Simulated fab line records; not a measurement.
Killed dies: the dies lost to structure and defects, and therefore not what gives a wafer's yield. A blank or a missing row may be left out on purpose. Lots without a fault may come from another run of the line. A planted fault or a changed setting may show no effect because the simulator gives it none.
Split-lot study | flow n5Finfet | route with 1938 steps; 7 lots, 21 wafers read

== SPLIT DETAILS ==
At N5_BEOL_M11_TRENCH_ETCH_37 (etches SiCOH lowk in C4F6/O2, target depth 148.83 nm, time 48 s), the setting biasW was moved away from the recipe's 185 W on 4 of the 21 wafers read, by -15.4% to +15.6%. The other wafers ran this setting at the recipe's value.

The split's own step is where the reading is taken.

== THE READING ==
rfVppV, in V, at N5_BEOL_M11_TRENCH_ETCH_37 (etches SiCOH lowk in C4F6/O2, target depth 148.83 nm, time 48 s). A value of 664 V with a standard deviation of 21 V is what fault-free wafers of this fab line usually give.

wafer  | tool, chamber at the split | biasW as run, W | against the recipe | rfVppV, V | against lot-mates on the recipe
L077.2 | rieDiel-03, 3              | 185             | recipe             | 671       | -
L077.3 | rieDiel-03, 1              | 156.5           | -15.4%             | 571       | -102
L077.4 | rieDiel-03, 2              | 185             | recipe             | 674       | -
L082.1 | rieDiel-03, 2              | 185             | recipe             | 674       | -
L082.2 | rieDiel-03, 0              | 185             | recipe             | 646       | -
L082.3 | rieDiel-03, 1              | 185             | recipe             | 653       | -
L084.4 | rieDiel-02, 0              | 213.9           | +15.6%             | 780       | +114
L084.5 | rieDiel-02, 1              | 185             | recipe             | 634       | -
L084.6 | rieDiel-02, 0              | 185             | recipe             | 697       | -
L083.1 | rieDiel-03, 1              | 185             | recipe             | 653       | -
L083.2 | rieDiel-03, 2              | 185             | recipe             | 674       | -
L083.6 | rieDiel-03, 0              | 185             | recipe             | 647       | -
L085.1 | rieDiel-03, 0              | 185             | recipe             | 646       | -
L085.3 | rieDiel-03, 3              | 185             | recipe             | 669       | -
L085.5 | rieDiel-03, 3              | 185             | recipe             | 670       | -
L087.1 | rieDiel-03, 2              | 185             | recipe             | 674       | -
L087.4 | rieDiel-03, 3              | 200.9           | +8.6%              | 716       | +42
L087.5 | rieDiel-03, 3              | 200.9           | +8.6%              | 716       | +42
L096.3 | rieDiel-01, 1              | 185             | recipe             | 618       | -
L096.4 | rieDiel-01, 2              | 185             | recipe             | 681       | -
L096.5 | rieDiel-01, 0              | 185             | recipe             | 649       | -

THE FIT
A straight line over all 21 wafers: rfVppV changes by +6.64 V for each +1% of biasW; r = +0.90; the points scatter about the line by 18 V.
The same after taking each lot's own level away (the mean of its wafers on the recipe; 21 wafers): +6.5 V for each +1%; r = +0.91; scatter 17 V.
Per that fit: largest biasW move, reading shift of 1e+02 V.
The lots' own levels span 649.3 to 674.0 V, that is 1.2 times the standard deviation above.
The two slopes agree, so the slope changes little with the lot-to-lot level.
Check: with one of the wafers moved furthest among these (+15.6%) left out of the fit, the line predicts +91.4 V for it against its lot-mates. It came out at +114 V against them.
Tool readings at the split's step, against how far the setting was moved: rfVppV r = +0.90.

== OTHER SPLITS ON THESE WAFERS ==
Other splits were also applied to these wafers ahead of the reading. Each is held against what the fit with the lots' levels taken away leaves over:
other split on the same wafers      | wafers away from the commonest value | r with rfVppV (lot level and that fit taken away)
N5_BEOL_M9_ETCH_62 sourceW          | 3                                    | +0.09
N5_BEOL_M10_EXPOSE_25 doseMj        | 9                                    | +0.24
N5_BEOL_M10_DEVELOP_27 developTimeS | 7                                    | +0.36

== THE FILE'S OWN FIT ==
rfVppV changes by +6.69 V for each +1% of biasW, r = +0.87.
